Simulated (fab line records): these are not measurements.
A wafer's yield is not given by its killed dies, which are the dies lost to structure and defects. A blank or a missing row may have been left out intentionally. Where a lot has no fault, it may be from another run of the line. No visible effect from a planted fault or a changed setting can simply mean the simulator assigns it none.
fab line records	flow n5_finfet
[record] lots = 11	wafers = 33	last_day = 14
route steps=1938 shown BEOL_M5@1184 BEOL_M15@1808 PASSIVATION@1936
lots that met no fault: from a run of the same line without faults
start_h: hours from the record's opening day to when the first of the lot's shown wafers began	wait_h: how many hours have passed since the lot's step before this one	" identical to the entry in the row above	L1.1+2: a single row standing in for several wafers	- either no value or no given start	* or withheld: withheld	< > ~ a bound
route shown NAME@n: names a module that has steps shown in the file, with the first one's number in the route	usual: mean and standard deviation over wafers with no fault	same: alike in all rows	chamber/n: place in a boat	sites: readings site by site	_std_site: how widely they spread, as a standard deviation	_edge_site: mean of outer sites minus mean of inner sites	radius_mm: how far each site lies from the wafer's centre	mask NAME#n: copy n	behind: the tool/chamber that last shaped the wafer	hold: cause of the lot's hold/its duration in hours/its outcome	device: which transistor (n, p or np) failed to switch	end of line: tests of these same wafers at the route's end	for a step that has no rows: nothing shown but its recipe	killed: the dies lost at the first sort to structure and to defects; this is not the yield of the wafer	map: a wafer's dies, x killed, . not, _ none there
set.NAME: setting as actually run; set.NAME@STEP: the setting as run at that earlier step	model.NAME: the simulator's own value behind a step, which no gauge read
steps of the route over a sample of lots; a table a step, a row a wafer
services: a tool's chamber out of use, with start hour (start_h, from the record's first day; less than 0 if before it), hours out, and reason
[[steps]]
[step N5_BEOL_M5_ECD_50]
[recipe] material = Cu	target_thk_a = 3000
lot.wafer	tool	chamber	start_h	wait_h
L155.1+2+6	ecd_cu-02	0,1,1	181.40	0.1
L156.1+4+5	ecd_cu-01	1,1,0	183.34	0.1
L157.1+2+4	ecd_cu-02	0,1,0	188.56	0.1
L159.3+5+6	ecd_cu-02	1,0,1	190.69	0.1
L158.2+5+6	ecd_cu-01	0,0,1	194.23	0.1
L160.2+4+5	ecd_cu-01	1,1,0	207.25	0.1
L162.1+3+5	ecd_cu-02	0,1,0	232.30	0.1
L165.2+3+6	ecd_cu-01	1,1,0	234.99	0.1
L164.2+5+6	ecd_cu-01	1,0,1	237.01	0.1
L166.1+5+6	ecd_cu-01	1,0,1	241.91	0.1
L167.1+2+3	ecd_cu-01	1,0,1	247.40	0.1
[step N5_BEOL_M15_ETCH_61]
[recipe] chemistry = N2/H2	target = BARC	target_depth_a = 890	overetch_a = 267	time_s = 67.9	ion_energy_ev = 200	pressure_mtorr = 30	source_w = 840	bias_w = 150	n2_flow_sccm = 200	h2_flow_sccm = 200
[usual] bias_w = 149.9/0.43	drypump_motor_current_A = 5.5/0.43	oes_product_au = 0.71/0.05	rf_vpp_V = 524.7/2.7	showerhead_plenum_p_Torr = 2.57/0.095	throttle_valve_pct = 17.82/0.19
lot.wafer	tool	chamber	start_h	wait_h	bias_w	drypump_motor_current_A	oes_product_au	rf_hours_counter_h	rf_vpp_V	showerhead_plenum_p_Torr	throttle_valve_pct
L155.1	rie_diel-01	2	252.15	0.0	150.4	5.5	0.79	11	522.7	2.50	17.68
L155.2	"	0	"	"	149.8	5.1	0.71	71	527.7	2.69	17.97
L155.6	"	1	"	"	150.0	6.0	0.71	-	529.9	2.69	17.42
L156.1	rie_diel-03	2	256.20	0.0	149.6	5.4	0.69	110	526.6	2.67	18.16
L156.4	"	1	"	"	149.5	5.9	0.71	69	524.8	2.57	17.79
L156.5	"	0	"	"	150.4	5.2	0.78	-	528.3	2.72	17.72
L157.1	rie_diel-03	2	257.16	0.0	149.4	5.4	0.68	110	527.2	2.66	18.16
L157.2	"	0	"	"	150.1	5.2	0.79	6	527.9	2.72	17.71
L157.4	"	3	"	"	150.3	4.8	0.69	81	520.5	2.47	18.06
L159.3	rie_diel-04	1	261.65	0.0	150.5	5.7	0.69	94	522.7	2.46	17.65
L159.5	"	1	"	"	149.9	5.7	0.69	-	522.4	2.46	17.65
L159.6	"	0	"	"	149.8	5.8	0.82	-	524.4	2.60	17.64
L158.2	rie_diel-04	0	265.69	0.0	149.8	5.8	0.81	3	525.6	2.60	17.64
L158.5	"	3	"	"	149.9	6.5	0.60	-	520.6	2.40	17.97
L158.6	"	0	"	"	149.4	5.8	0.82	-	525.7	2.60	17.62
L160.2	rie_diel-04	0	293.37	0.0	150.4	5.8	0.79	13	526.9	2.60	17.66
L160.4	"	1	"	"	150.7	5.7	0.69	105	518.7	2.46	17.66
L160.5	"	2	"	"	149.1	5.8	0.82	-	525.5	2.60	17.63
L164.2	rie_diel-01	0	305.08	0.0	150.1	5.1	0.69	88	528.4	2.68	18.02
L164.5	"	0	"	"	150.3	5.1	0.70	-	527.3	2.68	17.99
L164.6	"	3	"	"	150.3	5.4	0.69	-	523.8	2.57	17.82
L165.2	rie_diel-03	2	314.61	0.0	150.4	5.4	0.67	125	526.8	2.66	18.20
L165.3	"	3	"	"	150.6	4.7	0.69	91	522.3	2.46	18.08
L165.6	"	0	"	"	149.8	5.2	0.75	-	528.9	2.71	17.74
L162.1	rie_diel-04	0	314.63	0.0	149.4	5.8	0.77	21	524.4	2.59	17.67
L162.3	"	1	"	"	149.9	5.7	0.67	113	522.5	2.46	17.68
L162.5	"	0	"	"	149.8	5.8	0.77	-	526.5	2.59	17.67
L166.1	rie_diel-01	3	314.75	0.0	150.3	5.4	0.68	94	525.9	2.57	17.83
L166.5	"	2	"	"	150.8	5.5	0.75	-	522.7	2.49	17.73
L166.6	"	3	"	"	150.7	5.4	0.69	-	525.4	2.57	17.84
L167.1	rie_diel-03	0	319.15	0.0	149.5	5.2	0.75	22	526.9	2.71	17.75
L167.2	"	3	"	"	149.6	4.8	0.69	93	522.4	2.46	18.08
L167.3	"	1	"	"	150.5	5.9	0.70	85	525.4	2.56	17.81
[step N5_BEOL_M15_ETCH_38]
[recipe] chemistry = CF4/N2	target = SiCN	target_depth_a = 1064	taper_deg = 2	time_s = 120.5	ion_energy_ev = 150	mask_material = SiO2	pressure_mtorr = 40	source_w = 430	bias_w = 70	Ar_flow_sccm = 100	cf4_flow_sccm = 60	n2_flow_sccm = 60
[usual] bias_w = 69.98/0.23	drypump_motor_current_A = 5.5/0.43	oes_product_au = 0.82/0.06	rf_vpp_V = 383.0/2	showerhead_plenum_p_Torr = 2.24/0.076	throttle_valve_pct = 15.40/0.2
lot.wafer	tool	chamber	start_h	wait_h	bias_w	drypump_motor_current_A	oes_product_au	rf_hours_counter_h	rf_vpp_V	showerhead_plenum_p_Torr	throttle_valve_pct
L155.1	rie_diel-03	0	-	-	70.19	5.2	0.95	5	385.9	2.35	15.32
L155.2	"	1	"	"	70.18	5.9	0.84	68	384.1	2.23	15.34
L155.6	"	2	"	"	69.67	5.4	0.80	-	383.3	2.31	15.69
L156.1	rie_diel-03	1	-	-	69.64	5.9	0.84	69	381.9	2.23	15.36
L156.4	"	3	"	"	69.61	4.8	0.82	81	380.4	2.14	15.63
L156.5	"	1	"	"	69.77	5.9	0.83	-	382.6	2.23	15.34
L157.1	rie_diel-04	1	-	-	69.63	5.7	0.81	92	381.3	2.14	15.15
L157.2	"	2	"	"	69.78	5.8	0.67	250	382.3	2.26	15.73
L157.4	"	2	"	"	69.91	5.8	0.67	-	382.9	2.26	15.75
L159.3	rie_diel-03	3	-	-	69.79	4.7	0.81	82	381.1	2.14	15.61
L159.5	"	3	"	"	69.79	4.7	0.81	-	379.8	2.14	15.61
L159.6	"	2	"	"	70.02	5.4	0.81	-	383.4	2.31	15.69
L158.2	rie_diel-01	1	-	-	70.20	6.0	0.81	63	386.8	2.32	15.00
L158.5	"	1	"	"	70.27	6.0	0.82	-	385.4	2.32	15.02
L158.6	"	2	"	"	70.02	5.5	0.92	-	381.6	2.17	15.20
L160.2	rie_diel-01	3	-	-	69.88	5.4	0.83	84	382.5	2.23	15.41
L160.4	"	3	"	"	70.04	5.4	0.83	-	383.3	2.23	15.40
L160.5	"	0	"	"	69.85	5.1	0.81	-	385.8	2.32	15.40
L164.2	rie_diel-01	2	-	-	70.15	5.6	0.89	30	381.0	2.17	15.22
L164.5	"	0	"	"	69.76	5.1	0.81	-	383.9	2.32	15.41
L164.6	"	3	"	"	70.18	5.4	0.82	-	382.8	2.23	15.43
L165.2	rie_diel-01	3	-	-	69.93	5.4	0.82	94	382.8	2.22	15.44
L165.3	"	2	"	"	69.96	5.6	0.88	35	380.3	2.17	15.25
L165.6	"	2	"	"	69.62	5.6	0.89	-	381.4	2.17	15.23
L162.1	rie_diel-04	3	-	-	70.04	6.5	0.69	247	378.3	2.09	15.62
L162.3	"	0	"	"	69.83	5.8	0.89	22	383.0	2.26	15.28
L162.5	"	3	"	"	70.13	6.5	0.69	-	379.6	2.09	15.62
L166.1	rie_diel-03	0	-	-	70.05	5.2	0.90	21	386.9	2.35	15.34
L166.5	"	3	"	"	70.05	4.7	0.81	-	380.3	2.14	15.64
L166.6	"	2	"	"	69.95	5.4	0.80	-	384.2	2.30	15.72
L167.1	rie_diel-01	0	-	-	69.97	5.1	0.81	98	384.7	2.31	15.42
L167.2	"	3	"	"	70.30	5.4	0.81	98	382.6	2.22	15.45
L167.3	"	1	"	"	70.38	6.0	0.80	78	385.0	2.32	15.03
[step N5_PASSIVATION_PROBE_49]
[usual] defect_limited_yield = 91.1/1.3	killed_at_M0_to_M3 = 34/10	killed_at_M4_up = 14/5.7	killed_at_contacts = 12/5.9	killed_at_front_end = 41/12	killed_at_other = 4/3.1	killed_dies = 105/15	killed_on_rim = 14/4.2	killed_open = 69/11	killed_short = 35/7.8	sort_bin_5_function = 5.3/0.81	sort_bin_6_memory = 3.3/0.75	sort_n_pass = 1075/15	sort_yield_pct = 91.1/1.3
[same] gross_dies = 1180	killed_at_back_side = 0	sort_bin_4_leakage[%] = 0	sort_bin_8_speed[%] = 0
lot.wafer	tool	chamber	start_h	wait_h	defect_limited_yield[%]	killed_at_M0_to_M3	killed_at_M4_up	killed_at_contacts	killed_at_front_end	killed_at_other	killed_dies	killed_on_rim	killed_open	killed_short	sort_bin_5_function[%]	sort_bin_6_memory[%]	sort_n_pass	sort_yield_pct[%]
L166.1	prober-02	-	336.77	0.0	73.4	40	230	5	34	5	314	29	65	28	15.7	9.5	866	73.4
L166.5	prober-02	-	336.97	0.2	90.1	51	18	16	26	6	117	20	84	33	6.0	3.7	1063	90.1
L166.6	prober-02	-	337.02	0.3	74.0	29	236	10	30	2	307	38	64	18	14.9	10.1	873	74.0
L167.1	prober-02	-	343.66	0.0	74.0	22	233	10	37	5	307	36	57	35	15.3	9.2	873	74.0
L167.2	prober-02	-	343.71	0.1	89.7	37	19	9	52	4	121	17	81	40	6.3	3.7	1059	89.7
L167.3	prober-02	-	343.76	0.1	72.7	24	226	12	54	6	322	40	70	35	16.0	10.1	858	72.7
// killed by level:class
L166.1 BEOL_M5:unspecified=218 BEOL_M2:geometric_particle:open=12 STI_FIN_REVEAL:geometric_particle:open=9 BEOL_M0_SAQP:geometric_particle:open=8 BEOL_M1:geometric_particle:open=7 GATE_CUT:geometric_particle:short=6 STI_FIN_REVEAL:geometric_particle:short=4 STARTING-WAFER:geometric_particle:open=4
L166.5 BEOL_M2:geometric_particle:open=19 MOL_CONTACT_COAG:geometric_particle:open=15 BEOL_M4:geometric_particle:open=14 BEOL_M0_SAQP:geometric_particle:short=9 BEOL_M1:geometric_particle:open=8 BEOL_M3:geometric_particle:open=6 BEOL_M0_SAQP:geometric_particle:open=5 GATE_CUT:geometric_particle:short=4
L166.6 BEOL_M5:unspecified=224 MOL_CONTACT_COAG:geometric_particle:open=9 BEOL_M2:geometric_particle:open=9 ILD0:geometric_particle:open=7 BEOL_M0_SAQP:geometric_particle:open=6 DUMMY_GATE:geometric_particle:open=5 BEOL_M0_SAQP:geometric_particle:short=5 BEOL_M4:geometric_particle:open=5
L167.1 BEOL_M5:unspecified=214 BEOL_M4:geometric_particle:open=11 MOL_CONTACT_COAG:geometric_particle:open=9 FIN_SAQP:geometric_particle:short=7 FIN_SAQP:geometric_particle:open=5 STI_FIN_REVEAL:geometric_particle:open=5 BEOL_M0_SAQP:geometric_particle:open=5 STARTING-WAFER:geometric_particle:short=5
L167.2 FIN_SAQP:geometric_particle:short=12 STI_FIN_REVEAL:geometric_particle:open=12 FIN_SAQP:geometric_particle:open=11 BEOL_M4:geometric_particle:open=11 BEOL_M0_SAQP:geometric_particle:open=10 BEOL_M2:geometric_particle:open=8 BEOL_M0_SAQP:geometric_particle:short=8 MOL_CONTACT_COAG:geometric_particle:open=7
L167.3 BEOL_M5:unspecified=216 STI_FIN_REVEAL:geometric_particle:open=11 MOL_CONTACT_COAG:geometric_particle:open=10 FIN_SAQP:geometric_particle:open=9 BEOL_M4:geometric_particle:open=8 GATE_CUT:geometric_particle:short=7 STARTING-WAFER:geometric_particle:open=7 BEOL_M0_SAQP:geometric_particle:short=6
[[services]]
tool	chamber	start_h	hours	kind
rie_diel-01	2	163.08	6.8	repair
rie_diel-04	0	179.56	5.8	repair
ecd_cu-02	-	181.93	0.6	repair
ecd_cu-01	-	183.87	5.6	repair
rie_diel-04	3	185.77	45.5	repair
rie_diel-01	2	199.95	-	clean
rie_diel-01	2	199.95	-	consumable_replace:focus_ring
rie_diel-01	2	199.95	21.3	scheduled_down
rie_diel-01	2	199.95	21.3	vent_cycle
ecd_cu-02	-	209.80	3.8	repair
rie_diel-03	0	219.55	-	clean
rie_diel-03	0	219.55	-	consumable_replace:focus_ring
rie_diel-03	0	219.55	-	consumable_replace:showerhead
ecd_cu-01	-	238.54	2.6	repair
rie_diel-04	1	246.44	6.6	repair
rie_diel-04	2	248.61	3.7	repair
rie_diel-01	0	269.66	2.1	repair
rie_diel-01	0	275.75	4.7	repair
rie_diel-03	3	282.13	10.9	repair
ecd_cu-01	-	283.32	1.8	repair
ecd_cu-02	-	296.65	2.2	repair
rie_diel-03	-	298.97	15.6	pm
rie_diel-01	2	321.53	13.2	repair
rie_diel-04	1	326.25	8.7	repair
[[key]]
[first_sign] step = N5_PASSIVATION_PROBE_49	reading = killed_at_M4_up	direction = up	sigmas = 38	usual = 14	struck = 231
[effect] step = N5_PASSIVATION_PROBE_49	reading = defect_limited_yield	direction = down	sigmas = 13	usual = 91.1	struck = 73.5
[more_kills_born_at] N5_BEOL_M5_ECD_50@ecd_cu-01 = 872
met_at N5_BEOL_M5_ECD_50
struck_lots L166,L167
struck_wafers L166.1,L166.6,L167.1,L167.3
not_acting_at N5_BEOL_M15_ETCH_61,N5_BEOL_M15_ETCH_38
onset_between 237.01 241.91
[fault] kind = chamber_particle_source	tool = ecd_cu-01	chamber = 1	onset_h = 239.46	steps = N5_BEOL_M5_ECD_50	rate_per_visit_cm2 = 0.38345	end_h = 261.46
